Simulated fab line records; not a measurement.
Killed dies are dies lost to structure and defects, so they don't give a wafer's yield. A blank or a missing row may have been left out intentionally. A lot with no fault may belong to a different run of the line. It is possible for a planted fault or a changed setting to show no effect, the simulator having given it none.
Which tool is to blame?    flow n5_finfet    9 lots with 25 wafers sampled at 8 steps, on a route of 1938 steps

WHAT EACH GAUGE READ, for each wafer
N5_SD_EPI_N_INSPECT_26: inspects for defects (darkfield).
lot   measured     on                 raw_defect_count
L177  day 3 07:04  defect_inspect-02  180 205 145
L178  day 3 10:30  defect_inspect-01  166 181 141
L183  day 4 17:01  defect_inspect-02  211 209 256
L187  day 5 21:05  defect_inspect-02  286 234 216
L191  day 6 16:52  defect_inspect-02  619 643 718
L193  day 7 05:38  defect_inspect-01  625 539 620
L196  day 8 02:16  defect_inspect-01  248 197
L197  day 8 06:28  defect_inspect-01  231 207 218
L199  day 9 00:34  defect_inspect-01  183 173

N5_SD_EPI_P_INSPECT_11: inspects for defects (macro).
lot   measured     on                 raw_defect_count
L177  day 3 07:32  defect_inspect-02  2 4 2
L178  day 3 10:49  defect_inspect-02  2 4 0
L183  day 4 17:20  defect_inspect-02  4 1 2
L187  day 5 21:32  defect_inspect-01  2 0 2
L191  day 6 17:11  defect_inspect-02  >300 >300 >300
L193  day 7 06:05  defect_inspect-01  >300 >300 >300
L196  day 8 02:38  defect_inspect-02  2 4
L197  day 8 06:47  defect_inspect-01  3 4 2
L199  day 9 00:53  defect_inspect-01  3 0

N5_SD_EPI_P_INSPECT_26: inspects for defects (darkfield).
lot   measured     on                 raw_defect_count
L177  day 3 11:17  defect_inspect-01  112 168 96
L178  day 3 14:54  defect_inspect-01  165 129 157
L183  day 4 21:08  defect_inspect-02  251 173 273
L187  day 6 01:20  defect_inspect-02  297 179 165
L191  day 6 20:56  defect_inspect-01  569 639 607
L193  day 7 10:25  defect_inspect-01  655 535 575
L196  day 8 06:44  defect_inspect-01  175 161
L197  day 8 10:33  defect_inspect-01  214 186 209
L199  day 9 05:29  defect_inspect-02  144 130

N5_SD_ACTIVATION_INSPECT_02: inspects for defects (darkfield).
lot   measured     on                 raw_defect_count
L177  day 3 12:03  defect_inspect-01  118 148 97
L178  day 3 15:40  defect_inspect-02  181 138 155
L183  day 4 21:54  defect_inspect-02  263 173 264
L187  day 6 02:05  defect_inspect-02  293 172 167
L191  day 6 21:42  defect_inspect-01  571 645 590
L193  day 7 11:11  defect_inspect-01  645 533 578
L196  day 8 07:29  defect_inspect-02  186 165
L197  day 8 11:19  defect_inspect-02  227 197 211
L199  day 9 06:14  defect_inspect-01  140 134

EACH LOT AND THE TOOL THAT RAN IT (in order: tool; ch and the chambers of the sampled wafers; start)
lot   N5_DUMMY_GATE_STRIP_40             N5_DUMMY_GATE_STRIP_48             N5_SPACER0_ALD_08                 N5_SD_EPI_N_STRIP_38
L177  rie_diel-02 ch 0,2,3, day 3 01:05  rie_diel-03 ch 0,1,3, day 3 01:44  ald_sin-03 ch 0,1, day 3 02:29    plasma_asher-02 ch 0,1, day 3 03:56
L178  rie_diel-04 ch 0,1, day 3 04:37    rie_diel-04 ch 0,2,3, day 3 05:15  ald_sin-03 ch 0,2,3, day 3 05:53  plasma_asher-02 ch 0,1, day 3 07:19
L183  rie_diel-03 ch 1,2, day 4 10:59    rie_diel-03 ch 0,2,3, day 4 11:38  ald_sin-04 ch 0,1, day 4 12:29    plasma_asher-02 ch 0,1, day 4 13:51
L187  rie_diel-04 ch 1,3, day 5 14:11    rie_diel-02 ch 0,1,3, day 5 14:49  ald_sin-03 ch 1,2,3, day 5 15:28  plasma_asher-02 ch 0,1, day 5 17:19
L191  rie_diel-02 ch 0,2,3, day 6 09:34  rie_diel-03 ch 0,1,2, day 6 10:12  ald_sin-01 ch 0,2,3, day 6 10:50  plasma_asher-02 ch 0,1, day 6 12:56
L193  rie_diel-03 ch 0,1,2, day 6 23:04  rie_diel-03 ch 0,1,3, day 6 23:42  ald_sin-01 ch 0,1,2, day 7 00:20  plasma_asher-02 ch 0,1, day 7 02:27
L196  rie_diel-02 ch 2, day 7 19:57      rie_diel-04 ch 0,1, day 7 20:39    ald_sin-03 ch 2,3, day 7 21:34    plasma_asher-01 ch 0,1, day 7 23:01
L197  rie_diel-04 ch 0,3, day 8 00:43    rie_diel-03 ch 0,2, day 8 01:22    ald_sin-01 ch 0,1,2, day 8 01:59  plasma_asher-01 ch 0, day 8 03:18
L199  rie_diel-03 ch 0,1, day 8 15:43    rie_diel-03 ch 2, day 8 16:24      ald_sin-03 ch 3, day 8 18:51      plasma_asher-01 ch 0, day 8 20:17
- N5_DUMMY_GATE_STRIP_40: strips in CF4.
- N5_DUMMY_GATE_STRIP_48: strips in N2/H2, time 20 s.
- N5_SPACER0_ALD_08: deposits SiNx, target thk 2 nm.
- N5_SD_EPI_N_STRIP_38: strips in N2/H2.

WHAT THE TOOLS THEMSELVES READ (means of the sampled wafers that have a number; where no wafer has one, the mark that the record gives instead)
N5_DUMMY_GATE_STRIP_40.
lot   tool         cf4_flow_sccm (sccm)  chamber_pressure_mTorr (mTorr)  drypump_motor_current_A (A)  oes_product_au (a.u.)  power_w (W)  rf_vpp_V (V)  showerhead_plenum_p_Torr (Torr)  throttle_valve_pct (%)
L177  rie_diel-02  150.0                 49.96                           5.4                          0.76                   300.7        269.1         1.75                             13.54
L178  rie_diel-04  150.3                 49.99                           6.2                          0.82                   299.9        269.9         1.78                             13.48
L183  rie_diel-03  150.5                 49.98                           5.7                          0.82                   300.6        273.1         1.83                             13.57
L187  rie_diel-04  150.1                 50.03                           6.2                          0.77                   299.4        270.4         1.80                             13.57
L191  rie_diel-02  150.1                 50.01                           5.4                          0.74                   299.2        269.6         1.75                             13.62
L193  rie_diel-03  149.7                 49.98                           5.6                          0.75                   300.1        272.2         1.82                             13.80
L196  rie_diel-02  150.1                 49.95                           5.8                          0.68                   299.9        270.8         1.77                             13.61
L197  rie_diel-04  150.0                 50.06                           6.2                          0.84                   300.8        269.4         1.71                             13.57
L199  rie_diel-03  150.0                 49.98                           5.6                          0.83                   299.9        272.5         1.81                             13.66

N5_DUMMY_GATE_STRIP_48.
lot   tool         chamber_pressure_mTorr (mTorr)  drypump_motor_current_A (A)  h2_flow_sccm (sccm)  oes_product_au (a.u.)  rf_vpp_V (V)  showerhead_plenum_p_Torr (Torr)  throttle_valve_pct (%)
L177  rie_diel-03  99.97                           5.8                          299.2                0.77                   45.4          3.48                             12.37
L178  rie_diel-04  99.98                           6.0                          300.4                0.74                   45.2          3.31                             12.34
L183  rie_diel-03  99.93                           5.8                          299.6                0.83                   45.4          3.45                             12.21
L187  rie_diel-02  99.97                           5.2                          299.3                0.84                   45.4          3.28                             12.09
L191  rie_diel-03  100.05                          5.7                          300.1                0.77                   45.5          3.43                             12.42
L193  rie_diel-03  99.99                           5.8                          299.9                0.76                   46.0          3.46                             12.44
L196  rie_diel-04  100.02                          6.3                          299.7                0.80                   44.8          3.27                             12.13
L197  rie_diel-03  100.05                          5.5                          300.1                0.76                   44.8          3.38                             12.45
L199  rie_diel-03  99.96                           5.7                          299.4                0.84                   45.2          3.43                             12.13

N5_SPACER0_ALD_08.
lot   tool        heater_power_w (W)
L177  ald_sin-03  848
L178  ald_sin-03  809
L183  ald_sin-04  771
L187  ald_sin-03  829
L191  ald_sin-01  871
L193  ald_sin-01  835
L196  ald_sin-03  800
L197  ald_sin-01  825
L199  ald_sin-03  740

N5_SD_EPI_N_STRIP_38.
lot   tool             drypump_motor_current_A (A)  h2_flow_sccm (sccm)  heater_power_w (W)  oes_product_au (a.u.)
L177  plasma_asher-02  5.8                          3244                 372                 0.763
L178  plasma_asher-02  5.8                          3256                 367                 0.762
L183  plasma_asher-02  5.7                          3251                 366                 0.762
L187  plasma_asher-02  5.7                          3258                 366                 0.755
L191  plasma_asher-02  5.8                          3250                 366                 0.760
L193  plasma_asher-02  5.8                          3246                 371                 0.760
L196  plasma_asher-01  5.8                          3251                 342                 0.755
L197  plasma_asher-01  5.4                          3257                 302                 0.761
L199  plasma_asher-01  5.4                          3253                 300                 0.767

THE ANSWER, worked out from the rows above alone
Rule: the lots themselves supply what counts as usual. Put in order of their means at a reading, lots are off if they are a third of the lots or fewer, leave a main group of 4 or more, and stand apart from it by a gap of 3 or more times the standard deviation of the main group's means; of several such gaps the widest counts. If all means in a main group match to the digits the tables above print for the reading, that group is not used. A lot without any number at a reading at which 4 lots or more have one is off too. Any other lot the step has rows for is counted as sound. First the gauges in route order, then the tools' own readings, where a lot's mean is used as printed above. At the first step where some lot is off, the reading lying furthest off is the one used; lots without a number count as furthest.
Off, at N5_SD_EPI_N_INSPECT_26 on raw_defect_count: L191, L193. Main group: mean 204, sd 29.
If a tool, at a process step before that reading, ran all the lots that are off and no sound lot after the first of them, it fits. Gauges at N5_SD_EPI_N_INSPECT_26: tried the same way as those tools. One candidate fits, namely plasma_asher-02 at N5_SD_EPI_N_STRIP_38. Its last sound lot is L187 (day 5 17:19), its first lot that is off L191 (day 6 12:56): a fault that began between those two fits.

WHAT THE SIMULATOR HAD INSERTED
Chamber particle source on plasma_asher-02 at N5_SD_EPI_N_STRIP_38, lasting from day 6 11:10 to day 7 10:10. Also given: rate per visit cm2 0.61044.
Shown lots that were struck: L191, L193. This agrees with what the rule above found.
